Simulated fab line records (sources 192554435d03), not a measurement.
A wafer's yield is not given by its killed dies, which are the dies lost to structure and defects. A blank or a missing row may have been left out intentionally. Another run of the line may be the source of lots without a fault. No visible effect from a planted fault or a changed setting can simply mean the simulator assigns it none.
Which of the tools did it? | flow n5Finfet | 20 lots, 60 wafers sampled, at 6 steps of a route of 1938

== WHAT THE GAUGES SHOWED, per wafer ==
The record holds no reading of a measuring or inspecting step that can be judged against a usual standard deviation.

== TOOL THAT RAN EACH LOT (tool first, then ch and the chambers of the sampled wafers, then the start) ==
lot  | N5_SDB_ETCH_18                   | N5_SDB_STRIP_21                  | N5_SDB_ETCH_25                   | N5_HKMG_FIN_STRIP_93              | N5_HKMG_FIN_DESCUM_17            | N5_GATE_CUT_VAPOR_ETCH_60
L075 | rieDiel-04 ch 0,3, day 4 04:14   | rieDiel-04 ch 0,3, day 4 04:22   | rieDiel-03 ch 0,2,3, day 4 04:41 | rieDiel-04 ch 0,2,3, day 4 10:45  | rieDiel-04 ch 1,3, day 4 13:35   | rieMetal-03 ch 1, day 4 18:14
L076 | rieDiel-03 ch 0,3, day 4 06:10   | rieDiel-03 ch 0,3, day 4 06:18   | rieDiel-03 ch 1,2, day 4 06:37   | rieDiel-04 ch 1,3, day 4 12:22    | rieDiel-04 ch 1,2,3, day 4 15:01 | rieMetal-03 ch 0,1, day 4 19:41
L077 | rieDiel-02 ch 0,1,3, day 4 13:25 | rieDiel-02 ch 0,1,3, day 4 13:33 | rieDiel-03 ch 0,1,2, day 4 13:54 | rieDiel-03 ch 0,2, day 4 21:23    | rieDiel-02 ch 1,2, day 5 00:25   | rieMetal-02 ch 0,1, day 5 05:14
L078 | rieDiel-03 ch 1,3, day 4 17:05   | rieDiel-03 ch 1,3, day 4 17:13   | rieDiel-04 ch 1,2,3, day 4 17:32 | rieDiel-03 ch 0,3, day 5 01:13    | rieDiel-02 ch 0,1,2, day 5 03:45 | rieMetal-02 ch 0,1, day 5 09:25
L079 | rieDiel-02 ch 0,1, day 5 00:59   | rieDiel-02 ch 0,1, day 5 01:07   | rieDiel-02 ch 0,1,3, day 5 01:55 | rieDiel-02 ch 0,2, day 5 07:44    | rieDiel-02 ch 0,2,3, day 5 10:26 | rieMetal-01 ch 0,1, day 5 15:25
L080 | rieDiel-04 ch 2,3, day 5 05:15   | rieDiel-04 ch 2,3, day 5 05:28   | rieDiel-04 ch 2,3, day 5 05:49   | rieDiel-04 ch 0,1,3, day 5 11:34  | rieDiel-03 ch 1,3, day 5 14:25   | rieMetal-02 ch 0,1, day 5 19:17
L081 | rieDiel-04 ch 0,1, day 5 17:50   | rieDiel-04 ch 0,1, day 5 17:58   | rieDiel-04 ch 1,2, day 5 18:17   | rieDiel-04 ch 1,2,3, day 6 00:09  | rieDiel-03 ch 0,1,3, day 6 02:52 | rieMetal-01 ch 0,1, day 6 07:43
L083 | rieDiel-04 ch 0,1,3, day 5 23:12 | rieDiel-04 ch 0,1,3, day 5 23:20 | rieDiel-02 ch 0,1,3, day 5 23:40 | rieDiel-04 ch 0,1,3, day 6 05:28  | rieDiel-02 ch 0,1,3, day 6 08:16 | rieMetal-02 ch 0,1, day 6 12:55
L084 | rieDiel-03 ch 0,2,3, day 6 05:44 | rieDiel-03 ch 0,2,3, day 6 05:52 | rieDiel-04 ch 0,1,3, day 6 06:15 | rieDiel-02 ch 0,1,2, day 6 12:05  | rieDiel-03 ch 0,1,2, day 6 14:36 | rieMetal-01 ch 0,1, day 6 19:29
L085 | rieDiel-02 ch 0,2, day 6 16:35   | rieDiel-02 ch 0,2, day 6 16:44   | rieDiel-02 ch 2,3, day 6 17:20   | rieDiel-02 ch 2,3, day 6 23:02    | rieDiel-04 ch 0,1,2, day 7 01:42 | rieMetal-02 ch 0,1, day 7 06:46
L087 | rieDiel-03 ch 0,2,3, day 7 07:02 | rieDiel-03 ch 0,2,3, day 7 07:11 | rieDiel-04 ch 0,2,3, day 7 07:30 | rieDiel-02 ch 0,1,2, day 7 14:01  | rieDiel-02 ch 0,2,3, day 7 16:43 | rieMetal-03 ch 0,1, day 7 21:33
L088 | rieDiel-03 ch 0,1, day 7 09:57   | rieDiel-03 ch 0,1, day 7 10:05   | rieDiel-03 ch 0,1,3, day 7 11:13 | rieDiel-03 ch 1,2,3, day 7 17:37  | rieDiel-02 ch 2,3, day 7 20:31   | rieMetal-02 ch 0,1, day 8 01:29
L089 | rieDiel-02 ch 1,2, day 7 15:01   | rieDiel-02 ch 1,2, day 7 15:10   | rieDiel-02 ch 0,1, day 7 15:31   | rieDiel-03 ch 1,2,3, day 7 21:37  | rieDiel-03 ch 0,1, day 8 00:34   | rieMetal-03 ch 0,1, day 8 05:29
L090 | rieDiel-02 ch 2,3, day 7 19:28   | rieDiel-02 ch 2,3, day 7 19:36   | rieDiel-02 ch 0,2,3, day 7 19:55 | rieDiel-02 ch 2,3, day 8 03:06    | rieDiel-03 ch 0,1,2, day 8 06:56 | rieMetal-02 ch 0,1, day 8 11:45
L091 | rieDiel-03 ch 1,2,3, day 8 03:43 | rieDiel-03 ch 1,2,3, day 8 03:52 | rieDiel-03 ch 0,1,3, day 8 05:47 | rieDiel-03 ch 0,1,2, day 8 11:44  | rieDiel-02 ch 0,1,2, day 8 15:25 | rieMetal-02 ch 0,1, day 8 20:32
L092 | rieDiel-02 ch 0,2, day 8 07:18   | rieDiel-02 ch 0,2, day 8 07:26   | rieDiel-02 ch 0,2,3, day 8 08:32 | rieDiel-03 ch 1,2,3, day 8 15:11  | rieDiel-03 ch 2,3, day 8 18:54   | rieMetal-03 ch 0,1, day 9 00:14
L093 | rieDiel-03 ch 0,1,3, day 8 13:32 | rieDiel-03 ch 0,1,3, day 8 13:40 | rieDiel-02 ch 2, day 8 14:47     | rieDiel-03 ch 1,3, day 8 22:03    | rieDiel-03 ch 1,2, day 9 01:28   | rieMetal-01 ch 0,1, day 9 06:15
L094 | rieDiel-03 ch 0,1, day 8 22:19   | rieDiel-03 ch 0,1, day 8 22:27   | rieDiel-03 ch 0,2, day 9 00:05   | rieDiel-04 ch 1,2, day 9 06:07    | rieDiel-02 ch 0,2, day 9 08:53   | rieMetal-01 ch 0,1, day 9 13:33
L096 | rieDiel-04 ch 1,3, day 9 07:05   | rieDiel-04 ch 1,3, day 9 07:13   | rieDiel-04 ch 1,2,3, day 9 07:34 | rieDiel-02 ch 0,2, day 9 13:49    | rieDiel-02 ch 0,1,3, day 9 16:27 | rieMetal-01 ch 0, day 9 21:12
L097 | rieDiel-02 ch 0,1, day 9 22:04   | rieDiel-02 ch 0,1, day 9 22:12   | rieDiel-02 ch 0,2, day 9 22:32   | rieDiel-04 ch 1,2,3, day 10 05:25 | rieDiel-02 ch 0,1, day 10 08:12  | rieMetal-01 ch 1, day 10 13:33
- N5_SDB_ETCH_18: etches SOC in N2/H2, target depth 100 nm, overetch 20 nm, time 150 s.
- N5_SDB_STRIP_21: strips in CF4.
- N5_SDB_ETCH_25: etches SiO2 in C4F6/O2, target depth 10 nm, time 3.3 s.
- N5_HKMG_FIN_STRIP_93: strips SOC in N2/H2, time 20 s.
- N5_HKMG_FIN_DESCUM_17: chemistry O2, time 7.9 s.
- N5_GATE_CUT_VAPOR_ETCH_60: etches HfO2 in BCl3/Cl2.

== WHAT THE TOOLS THEMSELVES READ (means of the sampled wafers that have a number; where no wafer has one, the mark that the record gives instead) ==
N5_SDB_ETCH_18. Usual: drypumpMotorCurrentA 5.9 A, standard deviation 0.43; oesProductAu 0.73 a.u., standard deviation 0.08; rfVppV 524.1 V, standard deviation 3; showerheadPlenumPTorr 2.55 Torr, standard deviation 0.11; throttleValvePct 17.81 %, standard deviation 0.23.
lot  | tool       | drypumpMotorCurrentA (A) | oesProductAu (a.u.) | rfVppV (V) | showerheadPlenumPTorr (Torr) | throttleValvePct (%) | flag
L075 | rieDiel-04 | 6.0                      | 0.69                | 523.2      | 2.49                         | 17.67                | 
L076 | rieDiel-03 | 5.6                      | 0.72                | 523.5      | 2.51                         | 17.79                | 
L077 | rieDiel-02 | 6.3                      | 0.72                | 523.0      | 2.50                         | 17.95                | 
L078 | rieDiel-03 | 5.7                      | 0.82                | 525.8      | 2.63                         | 17.70                | 
L079 | rieDiel-02 | 6.3                      | 0.66                | 521.5      | 2.44                         | 18.01                | 
L080 | rieDiel-04 | 6.0                      | 0.70                | 521.2      | 2.44                         | 17.90                | 
L081 | rieDiel-04 | 6.3                      | 0.85                | 524.5      | 2.52                         | 17.49                | 
L083 | rieDiel-04 | 6.0                      | 0.83                | 523.4      | 2.52                         | 17.49                | 
L084 | rieDiel-03 | 5.4                      | 0.70                | 523.1      | 2.55                         | 17.82                | 
L085 | rieDiel-02 | 6.3                      | 0.68                | 523.3      | 2.52                         | 17.90                | 
L087 | rieDiel-03 | 5.4                      | 0.69                | 524.5      | 2.55                         | 17.85                | 
L088 | rieDiel-03 | 5.8                      | 0.72                | 524.1      | 2.51                         | 17.89                | 
L089 | rieDiel-02 | 6.1                      | 0.80                | 528.3      | 2.71                         | 17.61                | 
L090 | rieDiel-02 | 6.1                      | 0.74                | 526.2      | 2.64                         | 17.73                | 
L091 | rieDiel-03 | 5.5                      | 0.73                | 525.8      | 2.60                         | 17.82                | 
L092 | rieDiel-02 | 6.1                      | 0.68                | 525.7      | 2.58                         | 17.79                | 
L093 | rieDiel-03 | 5.7                      | 0.72                | 525.0      | 2.55                         | 17.81                | 
L094 | rieDiel-03 | 5.8                      | 0.66                | 521.8      | 2.44                         | 17.95                | 
L096 | rieDiel-04 | 6.0                      | 0.78                | 523.7      | 2.55                         | 17.63                | 
L097 | rieDiel-02 | 6.3                      | 0.74                | 525.4      | 2.62                         | 17.78                | 

N5_SDB_STRIP_21. Usual: drypumpMotorCurrentA 5.9 A, standard deviation 0.43; oesProductAu 0.81 a.u., standard deviation 0.088; rfVppV 271.2 V, standard deviation 1.8; showerheadPlenumPTorr 1.80 Torr, standard deviation 0.065; throttleValvePct 13.56 %, standard deviation 0.27.
lot  | tool       | drypumpMotorCurrentA (A) | oesProductAu (a.u.) | rfVppV (V) | showerheadPlenumPTorr (Torr) | throttleValvePct (%) | flag
L075 | rieDiel-04 | 6.0                      | 0.76                | 270.2      | 1.78                         | 13.61                | 
L076 | rieDiel-03 | 5.6                      | 0.79                | 270.8      | 1.79                         | 13.63                | 
L077 | rieDiel-02 | 6.3                      | 0.80                | 270.3      | 1.75                         | 13.57                | 
L078 | rieDiel-03 | 5.7                      | 0.91                | 272.9      | 1.87                         | 13.54                | 
L079 | rieDiel-02 | 6.3                      | 0.73                | 269.0      | 1.72                         | 13.68                | 
L080 | rieDiel-04 | 6.0                      | 0.78                | 269.0      | 1.73                         | 13.76                | 
L081 | rieDiel-04 | 6.3                      | 0.94                | 271.0      | 1.80                         | 13.36                | 
L083 | rieDiel-04 | 6.0                      | 0.91                | 270.3      | 1.79                         | 13.33                | 
L084 | rieDiel-03 | 5.4                      | 0.77                | 271.2      | 1.79                         | 13.54                | 
L085 | rieDiel-02 | 6.3                      | 0.75                | 270.3      | 1.77                         | 13.61                | 
L087 | rieDiel-03 | 5.4                      | 0.76                | 271.1      | 1.79                         | 13.57                | 
L088 | rieDiel-03 | 5.8                      | 0.81                | 270.6      | 1.80                         | 13.83                | 
L089 | rieDiel-02 | 6.1                      | 0.88                | 273.9      | 1.89                         | 13.26                | 
L090 | rieDiel-02 | 6.1                      | 0.81                | 271.8      | 1.85                         | 13.44                | 
L091 | rieDiel-03 | 5.5                      | 0.80                | 271.6      | 1.83                         | 13.53                | 
L092 | rieDiel-02 | 6.1                      | 0.76                | 272.7      | 1.82                         | 13.55                | 
L093 | rieDiel-03 | 5.7                      | 0.79                | 272.1      | 1.82                         | 13.67                | 
L094 | rieDiel-03 | 5.8                      | 0.74                | 269.5      | 1.76                         | 13.92                | 
L096 | rieDiel-04 | 6.0                      | 0.86                | 271.7      | 1.80                         | 13.44                | 
L097 | rieDiel-02 | 6.3                      | 0.82                | 271.8      | 1.83                         | 13.40                | 

N5_SDB_ETCH_25. Usual: drypumpMotorCurrentA 5.9 A, standard deviation 0.44; mfcArSccm 300.0 sccm, standard deviation 0.96; oesProductAu 0.83 a.u., standard deviation 0.094; rfVppV 671 V, standard deviation 13; showerheadPlenumPTorr 2.84 Torr, standard deviation 0.11; throttleValvePct 21.18 %, standard deviation 0.25.
lot  | tool       | drypumpMotorCurrentA (A) | mfcArSccm (sccm) | oesProductAu (a.u.) | rfVppV (V) | showerheadPlenumPTorr (Torr) | throttleValvePct (%) | flag
L075 | rieDiel-03 | 5.4                      | 298.9            | 0.81                | 676        | 2.86                         | 21.05                | 
L076 | rieDiel-03 | 5.6                      | 300.4            | 0.85                | 672        | 2.90                         | 21.35                | 
L077 | rieDiel-03 | 5.6                      | 300.4            | 0.79                | 666        | 2.83                         | 21.30                | 
L078 | rieDiel-04 | 6.0                      | 300.5            | 0.87                | 662        | 2.81                         | 21.22                | 
L079 | rieDiel-02 | 6.3                      | 300.5            | 0.79                | 672        | 2.78                         | 21.22                | 
L080 | rieDiel-04 | 6.0                      | 299.8            | 0.79                | 666        | 2.74                         | 21.32                | 
L081 | rieDiel-04 | 6.3                      | 298.8            | 0.79                | 668        | 2.78                         | 21.48                | 
L083 | rieDiel-02 | 6.3                      | 299.4            | 0.78                | 672        | 2.78                         | 21.24                | 
L084 | rieDiel-04 | 6.0                      | 299.8            | 0.93                | 662        | 2.83                         | 20.99                | 
L085 | rieDiel-02 | 6.1                      | 299.9            | 0.85                | 676        | 2.98                         | 21.16                | 
L087 | rieDiel-04 | 6.0                      | 299.8            | 0.85                | 667        | 2.76                         | 21.10                | 
L088 | rieDiel-03 | 5.7                      | 300.7            | 0.81                | 667        | 2.87                         | 21.20                | 
L089 | rieDiel-02 | 6.3                      | 300.2            | 0.88                | 679        | 2.93                         | 21.04                | 
L090 | rieDiel-02 | 6.2                      | 300.2            | 0.81                | 678        | 2.88                         | 21.23                | 
L091 | rieDiel-03 | 5.6                      | 300.0            | 0.80                | 667        | 2.87                         | 21.22                | 
L092 | rieDiel-02 | 6.3                      | 299.9            | 0.80                | 677        | 2.88                         | 21.24                | 
L093 | rieDiel-02 | 6.0                      | 300.4            | 0.80                | 681        | 3.00                         | 21.18                | 
L094 | rieDiel-03 | 5.3                      | 300.9            | 0.70                | 673        | 2.78                         | 21.25                | 
L096 | rieDiel-04 | 6.0                      | 301.0            | 0.84                | 662        | 2.80                         | 21.26                | 
L097 | rieDiel-02 | 6.1                      | 300.1            | 0.76                | 683        | 2.90                         | 21.27                | 

N5_HKMG_FIN_STRIP_93. Usual: drypumpMotorCurrentA 5.9 A, standard deviation 0.44; oesProductAu 0.82 a.u., standard deviation 0.097; rfVppV 54.2 V, standard deviation 0.85; showerheadPlenumPTorr 3.36 Torr, standard deviation 0.13; throttleValvePct 19.0 %, standard deviation 0.38.
lot  | tool       | drypumpMotorCurrentA (A) | oesProductAu (a.u.) | rfVppV (V) | showerheadPlenumPTorr (Torr) | throttleValvePct (%) | flag
L075 | rieDiel-04 | 6.0                      | 0.79                | 54.4       | 3.26                         | 18.8                 | 
L076 | rieDiel-04 | 6.0                      | 0.95                | 54.4       | 3.38                         | 18.6                 | 
L077 | rieDiel-03 | 5.3                      | 0.72                | 54.0       | 3.31                         | 19.5                 | 
L078 | rieDiel-03 | 5.6                      | 0.79                | 54.7       | 3.31                         | 19.1                 | 
L079 | rieDiel-02 | 6.1                      | 0.80                | 54.0       | 3.43                         | 19.0                 | 
L080 | rieDiel-04 | 6.0                      | 0.95                | 53.6       | 3.33                         | 18.5                 | 
L081 | rieDiel-04 | 6.0                      | 0.85                | 54.0       | 3.30                         | 18.8                 | 
L083 | rieDiel-04 | 6.0                      | 0.93                | 54.7       | 3.33                         | 18.6                 | 
L084 | rieDiel-02 | 6.2                      | 0.75                | 54.1       | 3.31                         | 19.1                 | 
L085 | rieDiel-02 | 6.2                      | 0.88                | 54.3       | 3.46                         | 19.2                 | 
L087 | rieDiel-02 | 6.2                      | 0.82                | 54.3       | 3.44                         | 19.0                 | 
L088 | rieDiel-03 | 5.5                      | 0.80                | 54.1       | 3.44                         | 19.1                 | 
L089 | rieDiel-03 | 5.5                      | 0.80                | 54.4       | 3.44                         | 19.1                 | 
L090 | rieDiel-02 | 6.1                      | 0.84                | 54.5       | 3.48                         | 19.1                 | 
L091 | rieDiel-03 | 5.6                      | 0.74                | 54.2       | 3.30                         | 19.3                 | 
L092 | rieDiel-03 | 5.5                      | 0.78                | 54.6       | 3.43                         | 19.1                 | 
L093 | rieDiel-03 | 5.7                      | 0.83                | 54.1       | 3.45                         | 18.8                 | 
L094 | rieDiel-04 | 6.3                      | 0.77                | 54.9       | 3.26                         | 19.1                 | 
L096 | rieDiel-02 | 6.3                      | 0.74                | 54.3       | 3.30                         | 19.2                 | 
L097 | rieDiel-04 | 6.0                      | 0.83                | 53.9       | 3.29                         | 18.8                 | 

N5_HKMG_FIN_DESCUM_17. Usual: drypumpMotorCurrentA 5.9 A, standard deviation 0.43; oesProductAu 0.81 a.u., standard deviation 0.089; rfVppV 243.2 V, standard deviation 1.7; showerheadPlenumPTorr 2.10 Torr, standard deviation 0.088; throttleValvePct 20.40 %, standard deviation 0.2.
lot  | tool       | drypumpMotorCurrentA (A) | oesProductAu (a.u.) | rfVppV (V) | showerheadPlenumPTorr (Torr) | throttleValvePct (%) | flag
L075 | rieDiel-04 | 6.0                      | 0.93                | 243.5      | 2.10                         | 20.22                | 
L076 | rieDiel-04 | 6.0                      | 0.87                | 242.8      | 2.06                         | 20.41                | 
L077 | rieDiel-02 | 6.1                      | 0.79                | 244.3      | 2.13                         | 20.36                | 
L078 | rieDiel-02 | 6.2                      | 0.76                | 242.6      | 2.07                         | 20.45                | 
L079 | rieDiel-02 | 6.3                      | 0.84                | 244.2      | 2.12                         | 20.37                | 
L080 | rieDiel-03 | 5.7                      | 0.90                | 243.5      | 2.16                         | 20.39                | 
L081 | rieDiel-03 | 5.7                      | 0.83                | 243.8      | 2.11                         | 20.42                | 
L083 | rieDiel-02 | 6.3                      | 0.79                | 241.6      | 2.04                         | 20.49                | 
L084 | rieDiel-03 | 5.6                      | 0.77                | 243.0      | 2.06                         | 20.49                | 
L085 | rieDiel-04 | 6.3                      | 0.85                | 242.2      | 2.06                         | 20.47                | 
L087 | rieDiel-02 | 6.2                      | 0.81                | 242.8      | 2.11                         | 20.41                | 
L088 | rieDiel-02 | 6.2                      | 0.87                | 244.1      | 2.15                         | 20.34                | 
L089 | rieDiel-03 | 5.8                      | 0.75                | 242.0      | 2.03                         | 20.60                | 
L090 | rieDiel-03 | 5.5                      | 0.76                | 242.9      | 2.06                         | 20.53                | 
L091 | rieDiel-02 | 6.2                      | 0.82                | 243.8      | 2.14                         | 20.36                | 
L092 | rieDiel-03 | 5.2                      | 0.75                | 242.8      | 2.12                         | 20.29                | 
L093 | rieDiel-03 | 5.6                      | 0.79                | 243.4      | 2.10                         | 20.52                | 
L094 | rieDiel-02 | 6.1                      | 0.76                | 244.3      | 2.12                         | 20.43                | 
L096 | rieDiel-02 | 6.3                      | 0.83                | 243.3      | 2.11                         | 20.39                | 
L097 | rieDiel-02 | 6.3                      | 0.82                | 243.7      | 2.15                         | 20.35                | 

N5_GATE_CUT_VAPOR_ETCH_60. Usual: drypumpMotorCurrentA 5.8 A, standard deviation 0.31; heBacksideLeakSccm 3.4 sccm, standard deviation 0.32; oesProductAu 0.78 a.u., standard deviation 0.12.
lot  | tool        | drypumpMotorCurrentA (A) | heBacksideLeakSccm (sccm) | oesProductAu (a.u.) | flag
L075 | rieMetal-03 | 6.2                      | 3.5                       | 0.60                | 
L076 | rieMetal-03 | 6.1                      | 3.5                       | 0.71                | 
L077 | rieMetal-02 | 5.8                      | 3.4                       | 0.85                | 
L078 | rieMetal-02 | 5.7                      | 3.5                       | 0.90                | 
L079 | rieMetal-01 | 5.6                      | 3.3                       | 0.69                | 
L080 | rieMetal-02 | 5.9                      | 3.4                       | 0.85                | 
L081 | rieMetal-01 | 5.4                      | 3.4                       | 0.76                | 
L083 | rieMetal-02 | 5.7                      | 3.1                       | 0.88                | 
L084 | rieMetal-01 | 5.3                      | 3.5                       | 0.75                | 
L085 | rieMetal-02 | 5.8                      | 3.4                       | 0.82                | 
L087 | rieMetal-03 | 6.1                      | 3.4                       | 0.68                | 
L088 | rieMetal-02 | 5.7                      | 3.3                       | 0.87                | 
L089 | rieMetal-03 | 6.1                      | 3.4                       | 0.69                | 
L090 | rieMetal-02 | 5.7                      | 3.2                       | 0.85                | 
L091 | rieMetal-02 | 5.7                      | 3.4                       | 0.86                | 
L092 | rieMetal-03 | 6.1                      | 3.5                       | 0.68                | 
L093 | rieMetal-01 | 5.4                      | 3.4                       | 0.74                | 
L094 | rieMetal-01 | 5.3                      | 3.4                       | 0.73                | 
L096 | rieMetal-01 | 5.8                      | 3.2                       | 0.61                | 
L097 | rieMetal-01 | 5.1                      | 3.7                       | 0.78                | 

== THE ANSWER, worked out from the rows above alone ==
Rule: take the mean of a lot's wafers that have a number; if it is more than 3 standard deviations from the usual mean, the lot is off. Also off: a lot with no number at a reading for which 4 or more lots have one. Any other lot the step has rows for is counted as sound. First the gauges in route order, then the tools' own readings, where a lot's mean is used as printed above. At the first step where some lot is off, the reading lying furthest off is the one used; lots without a number count as furthest.
No lot is off at any reading shown: from this, nothing can be told.

== WHAT THE SIMULATOR PUT IN ==
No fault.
